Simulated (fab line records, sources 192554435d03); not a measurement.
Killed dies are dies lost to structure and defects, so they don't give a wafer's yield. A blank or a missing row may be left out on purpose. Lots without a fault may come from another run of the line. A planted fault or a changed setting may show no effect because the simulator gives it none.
Split-lot experiment | flow n5_finfet | 7 lots, 21 wafers read, on a route of 1938 steps

THE SPLIT
At N5_DUMMY_GATE_COAT_28 (time 60 s, resist thk 10 nm), the setting spin_rpm was moved away from the recipe's 1500 rpm on 4 of the 21 wafers read, by -9.0% to +9.5%. The other wafers ran this setting at the recipe's value.

The reading is taken at the split's own step.

THE READING
underlayer_of_DUMMY_GATE_COAT_28.thk_nm (the simulator's own value, which no gauge read), in nm, at N5_DUMMY_GATE_COAT_28 (time 60 s, resist thk 10 nm). The file gives no usual value for it.

wafer  | tool, chamber at the split | spin_rpm as run, rpm | against the recipe | underlayer_of_DUMMY_GATE_COAT_28.thk_nm, nm | against lot-mates on the recipe
L075.1 | litho_track-05, 0          | 1500                 | recipe             | 10                                          | -
L075.2 | litho_track-05, 0          | 1500                 | recipe             | 10                                          | -
L075.3 | litho_track-05, 0          | 1500                 | recipe             | 10                                          | -
L076.3 | litho_track-01, 0          | 1500                 | recipe             | 10                                          | -
L076.4 | litho_track-01, 0          | 1500                 | recipe             | 10                                          | -
L076.6 | litho_track-01, 0          | 1500                 | recipe             | 10                                          | -
L081.1 | litho_track-05, 0          | 1500                 | recipe             | 10                                          | -
L081.3 | litho_track-05, 0          | 1500                 | recipe             | 10                                          | -
L081.2 | litho_track-05, 0          | 1642                 | +9.5%              | 9.6                                         | -0.4
L083.1 | litho_track-05, 0          | 1500                 | recipe             | 10                                          | -
L083.2 | litho_track-05, 0          | 1500                 | recipe             | 10                                          | -
L083.3 | litho_track-05, 0          | 1500                 | recipe             | 10                                          | -
L086.3 | litho_track-01, 0          | 1500                 | recipe             | 10                                          | -
L086.6 | litho_track-01, 0          | 1500                 | recipe             | 10                                          | -
L086.4 | litho_track-01, 0          | 1425                 | -5.0%              | 10.2                                        | +0.2
L089.1 | litho_track-01, 0          | 1500                 | recipe             | 10                                          | -
L089.3 | litho_track-01, 0          | 1365                 | -9.0%              | 10.6                                        | +0.6
L089.4 | litho_track-01, 0          | 1365                 | -9.0%              | 10.4                                        | +0.4
L090.4 | litho_track-01, 0          | 1500                 | recipe             | 10                                          | -
L090.5 | litho_track-01, 0          | 1500                 | recipe             | 10                                          | -
L090.6 | litho_track-01, 0          | 1500                 | recipe             | 10                                          | -

THE FIT
A straight line over all 21 wafers: underlayer_of_DUMMY_GATE_COAT_28.thk_nm changes by -0.0495 nm for each +1% of spin_rpm; r = -0.98; the points scatter about the line by 0.041 nm.
The same after taking each lot's own level away (the mean of its wafers on the recipe; 21 wafers): -0.0495 nm for each +1%; r = -0.98; scatter 0.041 nm.
On that fit, the largest move of spin_rpm shifts the reading by 0.47 nm.
The lots' own levels span 10.00 to 10.00 nm.
So the lot-to-lot level changes the slope little: the two slopes agree.
Check: with one of the wafers moved furthest among these (+9.5%) left out of the fit, the line predicts -0.51 nm for it against its lot-mates. It came out at -0.4 nm against them.

OTHER SPLITS ON THESE WAFERS
These wafers also went through other splits before the reading. Each is held against what the fit with the lots' levels taken away leaves over:
other split on the same wafers        | wafers away from the commonest value | r with underlayer_of_DUMMY_GATE_COAT_28.thk_nm (lot level and that fit taken away)
N5_WELL_APT_PEB_06 peb_time_s         | 8                                    | -0.24
N5_FIN_SAQP_PEB_14 peb_time_s         | 3                                    | +0.02
N5_FIN_SAQP_DEVELOP_15 develop_time_s | 5                                    | +0.05
N5_FIN_SAQP_FIN_ETCH_36 bias_w        | 7                                    | +0.36
N5_DUMMY_GATE_CVD_03 temp_c           | 12                                   | +0.21

THE FILE'S OWN FIT
underlayer_of_DUMMY_GATE_COAT_28.thk_nm changes by -0.0475 nm for each +1% of spin_rpm, r = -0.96.
